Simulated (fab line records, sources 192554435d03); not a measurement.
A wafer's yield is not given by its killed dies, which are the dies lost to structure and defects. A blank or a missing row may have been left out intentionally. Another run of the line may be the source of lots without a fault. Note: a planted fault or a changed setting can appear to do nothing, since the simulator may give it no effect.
A struck lot beside a sound one -- flow n5_finfet -- 36 steps out of a route of 1938
Sound: the wafers L808.2, L808.3, L808.6. Wafers L817.1, L817.4, L817.6 were the ones struck. At the end, the cause is stated.
Order at every step that has rows: each side's tool, ch and its chambers, its first start. Under that, the readings that differ: sound wafers -- struck wafers -- difference of the means -- sigmas: that difference in standard deviations of wafers without a fault.
alike: readings with means less than 2 such deviations apart, plus words and numbers identical on both sides. not compared: withheld readings, readings lacking a value on some wafer, bounds such as >300 that could conceal the same value, and numbers that have no deviation in the record and whose values overlap.
Wherever a step has rows on one side only, a row that says differs or no value, or a row with sigmas, the two part there. Numbers that have no deviation but don't overlap get no sigmas and don't part them. A reading missing from all wafers of one side parts the sides only when that side holds two or more wafers.

N5_BEOL_M4_THK_MEAS_53: measures by xrf.
  sound: film_metro-01 at day 8 14:14; struck: film_metro-01 at day 10 19:25
  alike: M4_THK
N5_BEOL_M4_PRE_CLEAN_60: time 15 s.
  sound on cvd_co-01 ch 0,1, day 8 14:16; struck on cvd_co-01 ch 0,1, day 10 19:27
  alike: heater_power_w
then, 3 steps without rows for these wafers: N5_BEOL_M4_CO_CAP_55 (material Co, precursor CCTBA/H2, target thk 2 nm, time 102.1 s); N5_BEOL_M4_PRE_CLEAN_56 (time 15 s); N5_BEOL_M4_DEP_57 (deposits SiCN from 3MS/NH3, target thk 8 nm, time 14 s).
N5_BEOL_M4_RS_MEAS_58: a four-point-probe measurement.
  sound: film_metro-02 at day 8 14:31; struck: film_metro-02 at day 10 19:41
  alike: M4_RS
N5_BEOL_M4_INSPECT_59: inspects for defects (darkfield).
  sound: defect_inspect-01 at day 8 14:32; struck: defect_inspect-02 at day 10 19:43
  alike: raw_defect_count
N5_BEOL_M4_RC_MEAS_101:
  sound on prober-01 ch 0, day 8 14:43; struck on prober-01 ch 0, day 10 19:44
  alike: DIBL_N, DIBL_P, IOFF_N, IOFF_P, ION_N, ION_P, SS_N, SS_P, VT_N, VT_P
then, 1 step without rows for these wafers: N5_BEOL_M5_ILD_DEP_00 (deposits SiCOH lowk from DEMS/porogen, target thk 140.64 nm, time 25.9 s).
N5_BEOL_M5_CURE_79: cures SiCOH lowk, time 240 s.
  sound on uv_cure-03 ch 2, day 8 15:40; struck on uv_cure-03 ch 0, day 10 20:47
  alike: lamp_power_pct, wafer_temp_C_max
N5_BEOL_M5_THK_MEAS_01:
  sound: film_metro-02 at day 8 16:06; struck: film_metro-01 at day 10 21:17
  alike: M5_ILD_THK
then, 1 step without rows for these wafers: N5_BEOL_M5_PECVD_70 (deposits SiO2 from TEOS/O2, target thk 16 nm, time 18 s).
N5_BEOL_M5_HM_DEP_02: deposits TiN, target thk 20 nm.
  sound: pvd_sputter-01 at day 8 17:01; struck: pvd_sputter-03 at day 10 21:48
  no value came back on the struck wafers for chamber_pressure_pa (Pa), substrate_temp_c (C), throttle_valve_pct (%); on the sound wafers chamber_pressure_pa (Pa) reads 0.5010 0.4990 0.4991
then, 9 steps without rows for these wafers: N5_BEOL_M5_COAT_59 (time 60 s, resist thk 60 nm); N5_BEOL_M5_COAT_60 (time 60 s, resist thk 12 nm); N5_BEOL_M5_COAT_71 (time 60 s, resist thk 5 nm); N5_BEOL_M5_COAT_05 (resist thk 30 nm); N5_BEOL_M5_EBR_07; N5_BEOL_M5_SOFTBAKE_06 (time 60 s); N5_BEOL_M5_EXPOSE_08 (exposes mask M5, target cd 28 nm); N5_BEOL_M5_PEB_09 (peb time 60 s); N5_BEOL_M5_DEVELOP_10 (develop time 30 s).
N5_BEOL_M5_CD_MEAS_11: target cd 27.74 nm.
  sound on cd_sem-03 ch 0, day 8 17:24; struck on cd_sem-02 ch 0, day 10 22:19
  alike: cd_nm
N5_BEOL_M5_OVL_MEAS_12:
  sound on overlay-02 ch 0, day 8 17:26; struck on overlay-02 ch 0, day 10 22:21
  alike: M5_OVL
N5_BEOL_M5_INSPECT_13: inspects for defects (brightfield).
  sound: defect_inspect-01 at day 8 17:29; struck: defect_inspect-01 at day 10 22:25
  alike: raw_defect_count
then, 2 steps without rows for these wafers: N5_BEOL_M5_DESCUM_16 (chemistry O2, time 7 s); N5_BEOL_M5_ETCH_72 (etches underlayer in N2/H2, target depth 6.5 nm, time 5.2 s).
N5_BEOL_M5_ETCH_61: etches SiARC in CF4, target depth 15.6 nm, time 26 s.
  sound on rie_diel-01 ch 0,2,3, day 8 17:37; struck on rie_diel-01 ch 0,3, day 10 22:30
  alike: drypump_motor_current_A, etch_rf_on_time_s, oes_product_au, rf_vpp_V, showerhead_plenum_p_Torr, throttle_valve_pct
  not compared: rf_hours_counter_h
N5_BEOL_M5_ETCH_62: etches SOC in N2/H2, target depth 75 nm, overetch 15 nm, time 112.5 s.
  sound on rie_diel-01 ch 0,2,3, day 8 17:39; struck on rie_diel-01 ch 0,3, day 10 22:32
  alike: drypump_motor_current_A, h2_flow_sccm, oes_product_au, rf_vpp_V, showerhead_plenum_p_Torr, throttle_valve_pct
  not compared: rf_hours_counter_h
then, 3 steps without rows for these wafers: N5_BEOL_M5_STRIP_63 (strips in N2/H2); N5_BEOL_M5_STRIP_73 (strips in N2/H2); N5_BEOL_M5_STRIP_64 (strips in CF4).
N5_BEOL_M5_HM_OPEN_17: chemistry Cl2/BCl3, target TiN, target depth 20 nm, overetch 6 nm.
  sound on rie_metal-01 ch 0,1, day 8 17:49; struck on rie_metal-03 ch 0, day 10 22:41
reading,sound,struck,difference,sigmas
oes_product_au (a.u.),0.52 0.64 0.64,0.30 0.31 0.32,-0.29,-3
model.etch.depth_nm (nm),19.78 19.81 19.75,0 0 0,-20,
  alike: drypump_motor_current_A, throttle_valve_pct
  not compared: rf_hours_counter_h
N5_BEOL_M5_STRIP_19: strips in O2.
  sound on rie_diel-01 ch 0,2,3, day 8 17:56; struck on rie_diel-05 ch 0,2, day 10 22:49
  alike: drypump_motor_current_A, oes_product_au, rf_vpp_V, showerhead_plenum_p_Torr, throttle_valve_pct
  not compared: rf_hours_counter_h
N5_BEOL_M5_CD_MEAS_18: pitch 56 nm, target cd 28 nm.
  sound: cd_sem-03 at day 8 18:01; struck: cd_sem-01 at day 10 22:53
reading,sound,struck,difference,sigmas
cd_nm (nm),27.7 28.1 28.3,- - -,no value on the struck wafers,
then, 1 step without rows for these wafers: N5_BEOL_M5_COAT_65 (time 60 s, resist thk 60 nm).

== WHERE THEY PART ==
First at N5_BEOL_M5_HM_DEP_02; last, within this record, at N5_BEOL_M5_CD_MEAS_18.

WHY: what had been put in by the simulator
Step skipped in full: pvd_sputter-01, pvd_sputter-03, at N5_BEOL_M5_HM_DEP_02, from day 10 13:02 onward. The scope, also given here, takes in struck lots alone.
